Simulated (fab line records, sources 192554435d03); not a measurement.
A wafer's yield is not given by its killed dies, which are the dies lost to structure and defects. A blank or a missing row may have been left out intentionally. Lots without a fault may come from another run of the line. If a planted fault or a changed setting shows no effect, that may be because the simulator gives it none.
fab line records	flow n5-finfet
record: lots: 5	wafers: 15	last-day: 17
route steps=1938 shown SD_EPI_P@328 SD_ACTIVATION@330 ILD0@335 BEOL_M4@1111 PASSIVATION@1936
lots untouched by any fault: they come from a run of this same line in which no faults occurred
start-h: the number of hours between the record's first day and the start of the first shown wafer of the lot	wait-h: time in hours since the lot's previous step	" the same as in the row above	L1.1+2: a single row standing in for several wafers	- no value present, or no start provided	* or withheld: withheld	< > ~ a bound
route shown NAME@n: a module of which the file shows steps, and the number in the route of the first	usual: mean/standard deviation of fault-free wafers	same: alike in all rows	chamber/n: place in a boat	sites: per-site readings	_std_site: the values' standard deviation	_edge_site: inner sites' mean taken away from outer sites' mean	radius-mm: for every site, how far away it sits from the centre of the wafer	mask NAME#n: copy n	behind: the most recent tool/chamber to have shaped the wafer	hold: reason for holding the lot/hours on hold/outcome of the hold	device: transistor that didn't switch, given as n, p or np	end of line: at the end of the route, the tests of the same wafers	a step with no rows: only its recipe	killed: the dies lost at the first sort to structure and to defects; this is not the yield of the wafer	map: per-die view of a wafer (x killed, . not killed, _ where there is no die)
set.NAME: the setting as run; set.NAME@STEP: as run at that earlier step	model.NAME: the simulator's own value behind a step, which no gauge read
certain route steps with their lots: each step a table, each wafer a row
services: from which hour (start-h, from the record's first day; less than 0 if before it) a tool's chamber was out of use, for how many hours, and why
== steps ==
step: N5_SD_EPI_P_SRD_25
recipe: time-s: 30	temp-c: 23	rinse-liquid: diw	dry: ipa-marangoni
step: N5_SD_ACTIVATION_RTA_00
recipe: temp-c: 975	time-s: 0	ambient: N2	idle-temp-c: 600	ramp-up-c-per-s: 150	ramp-down-c-per-s: 60	cool-to-c: 600
step: N5_SD_ACTIVATION_LSA_01
recipe: temp-c: 1080	time-s: 0.0008	ambient: N2
step: N5_ILD0_LINER_00
recipe: material: SiNx	target-thk-a: 40	temp-c: 400	ald-precursor-family: SiH2I2	ald-co-reactant: N2/H2-plasma	pulse-time-s: 1	purge-time-s: 2	co-reactant-purge-time-s: 2	ald-cycles: 80	pressure-torr: 2
step: N5_ILD0_FCVD_FILL_01
recipe: material: SiO2_flowable	target-thk-a: 2000	temp-c: 100	pressure-torr: 0.8	rf-w: 2000	time-s: 328.3
step: N5_ILD0_CURE_02
recipe: temp-c: 450	time-s: 1800	ambient: steam	idle-temp-c: 400	ramp-up-c-per-min: 5	ramp-down-c-per-min: 3	densification-p-h2o-torr: 640
step: N5_ILD0_CMP_03
recipe: stop-on: SiNx	t-overpolish-s: 1.9	post-cmp-clean: alkaline-brush	down-force-psi: 4.1491	platen-rpm: 51.796	pad-velocity-m-s: 1.0306	target-thk-nm: 197.38
step: N5_ILD0_CMP_07
recipe: stop-on: poly-Si	material: SiO2_flowable	t-overpolish-s: 1.18	post-cmp-clean: alkaline-brush	down-force-psi: 4.1491	platen-rpm: 51.796	pad-velocity-m-s: 1.0306	target-thk-nm: 138.88
usual: edge-zone-pressure-frac: 1.001/0.005	head-pressure-psi: 4.150/0.0084	motor-current-A: 12.0/1.1
lot.wafer	tool	chamber	start-h	wait-h	edge-zone-pressure-frac	head-pressure-psi	motor-current-A	model.SiNx_of_DUMMY_GATE_HM_DEP_06.thk-nm	model.SiO2_flowable_of_ILD0_FCVD_FILL_01.thk-nm	model.a-Si_of_DUMMY_GATE_CVD_03.thk-nm
L903.3	cmp-02	1	75.34	0.1	1.003	4.156	14.3	0	139.8	67
L903.1	"	2	"	"	0.994	4.150	10.5	0	138.8	67.6
L903.6	"	0	"	"	1.009	4.156	12.0	0	139.4	66.4
L919.4	cmp-02	1	168.07	0.0	-	-	-	77	197	70.8
L919.1	"	0	"	"	-	-	-	76.8	197.8	71.6
L919.5	"	1	"	"	-	-	-	77.2	197	72.6
L920.3	cmp-02	1	177.76	0.1	-	-	-	77.2	196.6	73.2
L920.4	"	3	"	"	-	-	-	76.8	196.2	72.4
L920.5	"	0	"	"	-	-	-	77.2	196.2	74.2
L921.3	cmp-01	0	185.99	0.0	-	-	-	76.8	197.4	72.2
L921.4	"	2	"	"	-	-	-	76.6	197.8	71.2
L921.5	"	0	"	"	-	-	-	76.8	196.8	72.2
L924.3	cmp-02	3	198.90	0.0	1.003	4.139	12.5	0	138	67.4
L924.1	"	0	"	"	1.009	4.146	12.5	0	138	68.2
L924.2	"	1	"	"	1.005	4.147	14.5	0	138.2	69.4
step: N5_ILD0_THK_MEAS_08
usual: thk-nm: 138.8/1
lot.wafer	tool	chamber	start-h	wait-h	thk-nm
L903.1	film-metro-01	-	75.60	-	138.4
L903.3	"	-	"	"	139.4
L903.6	"	-	"	"	139.3
L919.1	film-metro-01	-	168.36	0.1	197.9
L919.4	"	-	"	"	197.0
L919.5	"	-	"	"	197.1
L920.3	film-metro-01	-	178.02	0.2	196.6
L920.4	"	-	"	"	196.2
L920.5	"	-	"	"	196.2
L921.3	film-metro-01	-	186.28	0.3	197.7
L921.4	"	-	"	"	197.7
L921.5	"	-	"	"	196.9
L924.1	film-metro-02	-	199.19	-	138.1
L924.2	"	-	"	"	138.4
L924.3	"	-	"	"	138.1
step: N5_ILD0_PRECLEAN_10
recipe: chemistry: NF3:NH3	afs-cycles: 5	time-s: 20	temp-c: 30	sublimation-temp-c: 180	sublimation-time-s: 60	pressure-torr: 3	rf-power-w: 30
lot.wafer	tool	chamber	start-h	wait-h	model.SiO2_flowable_of_ILD0_FCVD_FILL_01.thk-nm
L903.1	remote-plasma-02	1	75.64	0.0	120.2
L903.3	"	1	"	"	120.8
L903.6	"	1	"	"	120.6
L919.1	remote-plasma-02	1	168.40	0.0	171.2
L919.4	"	1	"	"	170.4
L919.5	"	1	"	"	170.6
L920.3	remote-plasma-02	1	178.27	0.3	170
L920.4+5	"	1	"	"	169.8
L921.3	remote-plasma-01	0	186.54	0.3	170.8
L921.4	"	0	"	"	171
L921.5	"	0	"	"	170.4
L924.1+3	remote-plasma-02	0	199.23	0.0	119.4
L924.2	"	0	"	"	119.6
step: N5_ILD0_ALD_15
recipe: material: SiNx	target-thk-a: 240	temp-c: 400	ald-precursor-family: SiH2I2	ald-co-reactant: N2/H2-plasma	pulse-time-s: 1	ald-cycles: 480	purge-time-s: 2	co-reactant-purge-time-s: 2	pressure-torr: 2
step: N5_ILD0_CMP_12
recipe: stop-on: poly-Si	material: SiNx	t-overpolish-s: 6	post-cmp-clean: alkaline-brush	down-force-psi: 2.5	platen-rpm: 51.8	pad-velocity-m-s: 1.0307	target-thk-nm: 17.67
usual: edge-zone-pressure-frac: 1.000/0.0053	head-pressure-psi: 2.499/0.0051	motor-current-A: 8.8/0.9
lot.wafer	tool	chamber	start-h	wait-h	edge-zone-pressure-frac	head-pressure-psi	motor-current-A	model.a-Si_of_DUMMY_GATE_CVD_03.thk-nm
L903.3	cmp-02	0	78.85	1.5	1.002	2.505	9.3	66.2
L903.1	"	2	"	"	0.998	2.489	7.2	66.8
L903.6	"	3	"	"	0.998	2.495	8.5	65.8
L919.1	cmp-02	2	171.36	1.2	1.009	2.500	7.4	70.8
L919.4	"	3	"	"	1.004	2.498	9.0	70
L919.5	"	0	"	"	1.002	2.504	8.9	71.8
L920.4	cmp-04	0	181.05	1.2	1.002	2.503	8.3	71.8
L920.3	"	1	"	"	1.002	2.496	9.1	72.6
L920.5	"	3	"	"	0.993	2.497	9.2	73.6
L921.3	cmp-02	3	189.46	1.1	0.998	2.500	8.5	71.6
L921.4	"	2	"	"	1.000	2.498	7.6	70.4
L921.5	"	0	"	"	0.993	2.493	9.0	71.6
L924.3	cmp-02	0	202.11	1.1	1.012	2.506	9.2	66.8
L924.1	"	2	"	"	0.998	2.495	7.5	67.4
L924.2	"	3	"	"	1.010	2.490	9.1	68.6
step: N5_BEOL_M4_RC_MEAS_101
usual: DIBL_N: 36.3/1.4	DIBL_P: 35.7/1.5	IOFF_N: 0.155/0.022	IOFF_P: 0.204/0.027	ION_N: 671/9	ION_P: 459/6.2	SS_N: 71.5/0.54	SS_P: 73.1/0.56	VT_N: 250.2/2.6	VT_P: -251/3.3
lot.wafer	tool	chamber	start-h	wait-h	DIBL_N[mV/V]	DIBL_P[mV/V]	IOFF_N[nA/um]	IOFF_P[nA/um]	ION_N[uA/um]	ION_P[uA/um]	SS_N[mV/dec]	SS_P[mV/dec]	VT_N[mV]	VT_P[mV]
L903.1	prober-01	0	186.65	0.0	35.3	35.6	0.161	0.217	673	463	71.2	72.8	246.7	-247
L903.3	"	0	"	"	37.1	37.4	0.202	0.257	692	475	72.0	73.7	246.3	-248
L903.6	"	0	"	"	37.3	37.0	0.201	0.250	680	468	71.5	73.3	248.6	-248
L924.1	prober-01	0	307.18	0.0	36.2	35.0	0.150	0.181	667	449	71.7	72.0	252.0	-255
L924.2	"	0	"	"	36.1	34.8	0.150	0.182	665	453	71.3	72.3	251.1	-255
L924.3	"	0	"	"	35.6	35.9	0.145	0.186	670	461	71.3	72.7	251.7	-253
step: N5_PASSIVATION_PROBE_49
usual: defect-limited-yield: 91.0/1.5	killed_at_M0_to_M3: 36/12	killed_at_M4_up: 14/5.5	killed-at-contacts: 11/4.8	killed-at-front-end: 42/12	killed-at-other: 3.7/2.7	killed-dies: 106/18	killed-on-rim: 13/4.5	killed-open: 70/13	killed-short: 35/8.2	sort_bin_5_function: 5.3/1	sort_bin_6_memory: 3.3/0.69	sort-n-pass: 1074/18	sort-yield-pct: 91.0/1.5
same: gross-dies: 1180	killed-at-back-side: 0	sort_bin_4_leakage[%]: 0	sort_bin_8_speed[%]: 0
lot.wafer	tool	chamber	start-h	wait-h	defect-limited-yield[%]	killed_at_M0_to_M3	killed_at_M4_up	killed-at-contacts	killed-at-front-end	killed-at-other	killed-dies	killed-on-rim	killed-open	killed-short	sort_bin_5_function[%]	sort_bin_6_memory[%]	sort-n-pass	sort-yield-pct[%]
L919.1	prober-01	-	379.78	0.0	0	45	15	6	1113	1	1180	152	87	46	95.2	4.4	0	0
L919.4	prober-01	-	379.93	0.2	0	54	11	16	1098	1	1180	152	75	50	96.1	3.4	0	0
L919.5	prober-01	-	379.98	0.2	0	53	11	4	1106	6	1180	152	76	42	95.7	4.1	0	0
L920.3	prober-01	-	399.74	0.1	0	38	14	10	1115	3	1180	152	71	38	96.4	3.1	0	0
L920.4	prober-01	-	399.79	0.2	0	47	6	16	1111	0	1180	152	62	44	96.3	3.3	0	0
L920.5	prober-01	-	399.84	0.2	0	61	12	12	1094	1	1180	152	97	51	95.1	4.7	0	0
L921.3	prober-01	-	401.35	0.1	0	46	10	2	1119	3	1180	152	75	50	95.1	4.4	0	0
L921.4	prober-01	-	401.40	0.2	0	56	7	13	1103	1	1180	152	83	40	95.9	4.0	0	0
L921.5	prober-01	-	401.45	0.2	0	52	10	8	1108	2	1180	152	90	45	94.6	5.0	0	0
killed by level:class
L919.1 ILD0:area-cmp=1047 STI_FIN_REVEAL:geometric-particle:open=18 BEOL_M0_SAQP:geometric-particle:open=14 FIN_SAQP:geometric-particle:open=11 FIN_SAQP:geometric-particle:short=9 GATE_CUT:geometric-particle:short=8 BEOL_M3:geometric-particle:open=6 MOL_CONTACT_COAG:geometric-particle:open=6
L919.4 ILD0:area-cmp=1055 BEOL_M0_SAQP:geometric-particle:short=19 MOL_CONTACT_COAG:geometric-particle:open=12 BEOL_M3:geometric-particle:open=9 FIN_SAQP:geometric-particle:open=8 BEOL_M0_SAQP:geometric-particle:open=8 BEOL_M1:geometric-particle:open=8 DUMMY_GATE:geometric-particle:open=7
L919.5 ILD0:area-cmp=1059 BEOL_M0_SAQP:geometric-particle:open=14 FIN_SAQP:geometric-particle:open=10 FIN_SAQP:geometric-particle:short=10 STI_FIN_REVEAL:geometric-particle:open=9 BEOL_M2:geometric-particle:open=8 BEOL_M1:geometric-particle:open=7 BEOL_M0_SAQP:geometric-particle:short=6
L920.3 ILD0:area-cmp=1071 FIN_SAQP:geometric-particle:open=12 BEOL_M2:geometric-particle:open=11 FIN_SAQP:geometric-particle:short=8 MOL_CONTACT_COAG:geometric-particle:open=8 BEOL_M0_SAQP:geometric-particle:open=6 BEOL_M3:geometric-particle:open=6 BEOL_M4:geometric-particle:open=5
L920.4 ILD0:area-cmp=1074 MOL_CONTACT_COAG:geometric-particle:open=14 BEOL_M0_SAQP:geometric-particle:open=10 BEOL_M3:geometric-particle:open=9 FIN_SAQP:geometric-particle:open=6 BEOL_M0_SAQP:geometric-particle:short=6 BEOL_M1:geometric-particle:open=6 BEOL_M2:geometric-particle:open=6
L920.5 ILD0:area-cmp=1032 FIN_SAQP:geometric-particle:open=16 STI_FIN_REVEAL:geometric-particle:open=16 BEOL_M2:geometric-particle:open=16 FIN_SAQP:geometric-particle:short=12 BEOL_M0_SAQP:geometric-particle:short=11 MOL_CONTACT_COAG:geometric-particle:open=9 BEOL_M0_SAQP:geometric-particle:open=8
L921.3 ILD0:area-cmp=1055 STI_FIN_REVEAL:geometric-particle:open=19 FIN_SAQP:geometric-particle:open=16 BEOL_M0_SAQP:geometric-particle:short=11 BEOL_M3:geometric-particle:open=9 FIN_SAQP:geometric-particle:short=8 BEOL_M0_SAQP:geometric-particle:open=8 BEOL_M1:geometric-particle:short=6
L921.4 ILD0:area-cmp=1057 BEOL_M2:geometric-particle:open=18 FIN_SAQP:geometric-particle:open=13 STI_FIN_REVEAL:geometric-particle:open=13 BEOL_M0_SAQP:geometric-particle:short=12 BEOL_M1:geometric-particle:open=10 FIN_SAQP:geometric-particle:short=9 MOL_CONTACT_COAG:geometric-particle:open=9
L921.5 ILD0:area-cmp=1044 STI_FIN_REVEAL:geometric-particle:open=19 FIN_SAQP:geometric-particle:short=12 BEOL_M0_SAQP:geometric-particle:open=12 BEOL_M1:geometric-particle:open=8 BEOL_M3:geometric-particle:open=8 DUMMY_GATE:geometric-particle:open=7 BEOL_M0_SAQP:geometric-particle:short=7
map L919.1 (x killed, . not)
_________________xxxxxxxxxxxx________________
______________xxxxxxxxxxxxxxxxxx_____________
___________xxxxxxxxxxxxxxxxxxxxxxxx__________
__________xxxxxxxxxxxxxxxxxxxxxxxxxx_________
________xxxxxxxxxxxxxxxxxxxxxxxxxxxxxx_______
_______xxxxxxxxxxxxxxxxxxxxxxxxxxxxxxxx______
______xxxxxxxxxxxxxxxxxxxxxxxxxxxxxxxxxx_____
_____xxxxxxxxxxxxxxxxxxxxxxxxxxxxxxxxxxxx____
____xxxxxxxxxxxxxxxxxxxxxxxxxxxxxxxxxxxxxx___
___xxxxxxxxxxxxxxxxxxxxxxxxxxxxxxxxxxxxxxxx__
___xxxxxxxxxxxxxxxxxxxxxxxxxxxxxxxxxxxxxxxx__
__xxxxxxxxxxxxxxxxxxxxxxxxxxxxxxxxxxxxxxxxxx_
__xxxxxxxxxxxxxxxxxxxxxxxxxxxxxxxxxxxxxxxxxx_
_xxxxxxxxxxxxxxxxxxxxxxxxxxxxxxxxxxxxxxxxxxxx
_xxxxxxxxxxxxxxxxxxxxxxxxxxxxxxxxxxxxxxxxxxxx
_xxxxxxxxxxxxxxxxxxxxxxxxxxxxxxxxxxxxxxxxxxxx
_xxxxxxxxxxxxxxxxxxxxxxxxxxxxxxxxxxxxxxxxxxxx
_xxxxxxxxxxxxxxxxxxxxxxxxxxxxxxxxxxxxxxxxxxxx
_xxxxxxxxxxxxxxxxxxxxxxxxxxxxxxxxxxxxxxxxxxxx
_xxxxxxxxxxxxxxxxxxxxxxxxxxxxxxxxxxxxxxxxxxxx
_xxxxxxxxxxxxxxxxxxxxxxxxxxxxxxxxxxxxxxxxxxxx
__xxxxxxxxxxxxxxxxxxxxxxxxxxxxxxxxxxxxxxxxxx_
__xxxxxxxxxxxxxxxxxxxxxxxxxxxxxxxxxxxxxxxxxx_
___xxxxxxxxxxxxxxxxxxxxxxxxxxxxxxxxxxxxxxxx__
___xxxxxxxxxxxxxxxxxxxxxxxxxxxxxxxxxxxxxxxx__
____xxxxxxxxxxxxxxxxxxxxxxxxxxxxxxxxxxxxxx___
_____xxxxxxxxxxxxxxxxxxxxxxxxxxxxxxxxxxxx____
______xxxxxxxxxxxxxxxxxxxxxxxxxxxxxxxxxx_____
_______xxxxxxxxxxxxxxxxxxxxxxxxxxxxxxxx______
________xxxxxxxxxxxxxxxxxxxxxxxxxxxxxx_______
__________xxxxxxxxxxxxxxxxxxxxxxxxxx_________
___________xxxxxxxxxxxxxxxxxxxxxxxx__________
______________xxxxxxxxxxxxxxxxxx_____________
_________________xxxxxxxxxxxx________________
map L920.3 (x killed, . not)
_________________xxxxxxxxxxxx________________
______________xxxxxxxxxxxxxxxxxx_____________
___________xxxxxxxxxxxxxxxxxxxxxxxx__________
__________xxxxxxxxxxxxxxxxxxxxxxxxxx_________
________xxxxxxxxxxxxxxxxxxxxxxxxxxxxxx_______
_______xxxxxxxxxxxxxxxxxxxxxxxxxxxxxxxx______
______xxxxxxxxxxxxxxxxxxxxxxxxxxxxxxxxxx_____
_____xxxxxxxxxxxxxxxxxxxxxxxxxxxxxxxxxxxx____
____xxxxxxxxxxxxxxxxxxxxxxxxxxxxxxxxxxxxxx___
___xxxxxxxxxxxxxxxxxxxxxxxxxxxxxxxxxxxxxxxx__
___xxxxxxxxxxxxxxxxxxxxxxxxxxxxxxxxxxxxxxxx__
__xxxxxxxxxxxxxxxxxxxxxxxxxxxxxxxxxxxxxxxxxx_
__xxxxxxxxxxxxxxxxxxxxxxxxxxxxxxxxxxxxxxxxxx_
_xxxxxxxxxxxxxxxxxxxxxxxxxxxxxxxxxxxxxxxxxxxx
_xxxxxxxxxxxxxxxxxxxxxxxxxxxxxxxxxxxxxxxxxxxx
_xxxxxxxxxxxxxxxxxxxxxxxxxxxxxxxxxxxxxxxxxxxx
_xxxxxxxxxxxxxxxxxxxxxxxxxxxxxxxxxxxxxxxxxxxx
_xxxxxxxxxxxxxxxxxxxxxxxxxxxxxxxxxxxxxxxxxxxx
_xxxxxxxxxxxxxxxxxxxxxxxxxxxxxxxxxxxxxxxxxxxx
_xxxxxxxxxxxxxxxxxxxxxxxxxxxxxxxxxxxxxxxxxxxx
_xxxxxxxxxxxxxxxxxxxxxxxxxxxxxxxxxxxxxxxxxxxx
__xxxxxxxxxxxxxxxxxxxxxxxxxxxxxxxxxxxxxxxxxx_
__xxxxxxxxxxxxxxxxxxxxxxxxxxxxxxxxxxxxxxxxxx_
___xxxxxxxxxxxxxxxxxxxxxxxxxxxxxxxxxxxxxxxx__
___xxxxxxxxxxxxxxxxxxxxxxxxxxxxxxxxxxxxxxxx__
____xxxxxxxxxxxxxxxxxxxxxxxxxxxxxxxxxxxxxx___
_____xxxxxxxxxxxxxxxxxxxxxxxxxxxxxxxxxxxx____
______xxxxxxxxxxxxxxxxxxxxxxxxxxxxxxxxxx_____
_______xxxxxxxxxxxxxxxxxxxxxxxxxxxxxxxx______
________xxxxxxxxxxxxxxxxxxxxxxxxxxxxxx_______
__________xxxxxxxxxxxxxxxxxxxxxxxxxx_________
___________xxxxxxxxxxxxxxxxxxxxxxxx__________
______________xxxxxxxxxxxxxxxxxx_____________
_________________xxxxxxxxxxxx________________
== services ==
tool	chamber	start-h	hours	kind
cmp-02	-	53.36	-	consumable-replace:conditioner
cmp-02	-	53.36	-	consumable-replace:pad
cmp-01	-	63.85	7.4	pm
cmp-02	-	66.82	0.3	repair
cmp-04	-	68.05	0.7	repair
remote-plasma-01	-	72.77	0.4	repair
cmp-01	-	73.34	6.6	repair
cmp-04	-	77.74	4.0	repair
cmp-02	-	93.69	1.8	repair
cmp-01	-	95.28	3.5	repair
cmp-02	-	107.47	5.4	pm
cmp-01	-	108.73	12.0	pm
cmp-04	-	112.04	4.0	pm
cmp-04	-	116.04	-	consumable-replace:conditioner
cmp-04	-	116.04	-	consumable-replace:pad
cmp-01	-	127.49	4.0	repair
cmp-02	-	143.95	4.6	pm
cmp-04	-	160.84	3.5	pm
cmp-01	-	176.78	0.4	repair
cmp-04	-	195.87	0.9	repair
== key ==
first-sign: step: N5_ILD0_CMP_07	reading: tool-record	direction: missing
effect: step: N5_ILD0_THK_MEAS_08	reading: thk-nm	direction: up	sigmas: 58	usual: *	struck: *
effect: step: N5_PASSIVATION_PROBE_49	reading: sort_bin_5_function	direction: up	sigmas: 88	usual: 5.3	struck: 95.6
model-effect: step: N5_ILD0_CMP_07	value: SiNx_of_DUMMY_GATE_HM_DEP_06.thk-nm	without: 0	struck: 76.93
model-effect: step: N5_ILD0_PRECLEAN_10	value: SiO2_flowable_of_ILD0_FCVD_FILL_01.thk-nm	without: 119.6	struck: 170.4
model-effect: step: N5_ILD0_CMP_12	value: a-Si_of_DUMMY_GATE_CVD_03.thk-nm	without: 68.51	struck: 71.58
more-kills-born-at: N5_ILD0_CMP_07@cmp-02: 6335	N5_ILD0_CMP_07@cmp-01: 3155
met-at N5_ILD0_CMP_07
struck-wafers L919.1,L919.4,L919.5,L920.3,L920.4,L920.5,L921.3,L921.4,L921.5
later-rows-left-out L919.1,L919.4,L919.5,L920.3,L920.4,L920.5,L921.3,L921.4,L921.5
onset-between 75.34 168.07
fault: kind: skipped-step-whole	tool: cmp-01,cmp-02	chamber: -	onset-h: 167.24	steps: N5_ILD0_CMP_07	scope: struck-lots-only
later-rows-left-out: the simulator's readings of these wafers behind a module that went badly wrong aren't trusted and aren't shown, but for the sort
